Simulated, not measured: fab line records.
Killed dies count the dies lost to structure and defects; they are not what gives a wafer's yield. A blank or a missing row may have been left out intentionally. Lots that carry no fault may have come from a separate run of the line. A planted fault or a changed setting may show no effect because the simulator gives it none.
Which tool was responsible? / flow nandHarc / 6 lots, 18 wafers sampled, at 2 steps of a route of 1302

WHAT THE GAUGES READ, wafer by wafer
NHARC_A_ONON_D2_THK_MEAS_21: measures by ellipsometry.
lot=L148; measured=day 13 20:25; on=filmMetro-02; thkNm (nm)=999 998 999
lot=L150; measured=day 14 11:01; on=filmMetro-02; thkNm (nm)=1007 1005 1008
lot=L152; measured=day 15 08:55; on=filmMetro-02; thkNm (nm)=1007 1009 1010
lot=L157; measured=day 17 09:20; on=filmMetro-02; thkNm (nm)=1074 1075 1074 1075 1074 1075
lot=L165; measured=day 20 13:23; on=filmMetro-02; thkNm (nm)=1009 1010 1010
lot=L169; measured=day 22 15:41; on=filmMetro-02; thkNm (nm)=1016 1017 1018

WHICH TOOL RAN EACH LOT (tool, then ch and the chambers of the sampled wafers, then the start)
lot=L148; NHARC_A_ONON_D2_DEP_19=pecvdOnon-04 ch 0, day 13 19:58
lot=L150; NHARC_A_ONON_D2_DEP_19=pecvdOnon-03 ch 0, day 14 10:34
lot=L152; NHARC_A_ONON_D2_DEP_19=pecvdOnon-02 ch 0, day 15 08:25
lot=L157; NHARC_A_ONON_D2_DEP_19=pecvdOnon-03 ch 0, day 17 08:50
lot=L165; NHARC_A_ONON_D2_DEP_19=pecvdOnon-02 ch 0, day 20 12:56
lot=L169; NHARC_A_ONON_D2_DEP_19=pecvdOnon-02 ch 0, day 22 15:14
- NHARC_A_ONON_D2_DEP_19: target thk 1000 nm.

THE ANSWER, worked out from the rows above alone
Rule: the lots themselves supply what counts as usual. Put in order of their means at a reading, lots are off if they are a third of the lots or fewer, leave a main group of 4 or more, and stand apart from it by a gap of 3 or more times the standard deviation of the main group's means; of several such gaps the widest counts. If all means in a main group match to the digits the tables above print for the reading, that group is not used. Also off: a lot with no number at a reading for which 4 or more lots have one. All remaining lots with rows at the step are treated as sound.
Off at NHARC_A_ONON_D2_THK_MEAS_21 (thkNm): L157. For the main group the mean is 1008 nm and the standard deviation 5.9.
A tool fits if, at a process step before that reading, it ran every lot that is off, and no sound lot after the first of them. Gauges at NHARC_A_ONON_D2_THK_MEAS_21: tried the same way as those tools. One fits: NHARC_A_ONON_D2_DEP_19 on pecvdOnon-03. Its last sound lot is L150 (day 14 10:34), its first lot that is off L157 (day 17 08:50): a fault that began between those two fits.

WHAT HAD BEEN PUT IN BY THE SIMULATOR
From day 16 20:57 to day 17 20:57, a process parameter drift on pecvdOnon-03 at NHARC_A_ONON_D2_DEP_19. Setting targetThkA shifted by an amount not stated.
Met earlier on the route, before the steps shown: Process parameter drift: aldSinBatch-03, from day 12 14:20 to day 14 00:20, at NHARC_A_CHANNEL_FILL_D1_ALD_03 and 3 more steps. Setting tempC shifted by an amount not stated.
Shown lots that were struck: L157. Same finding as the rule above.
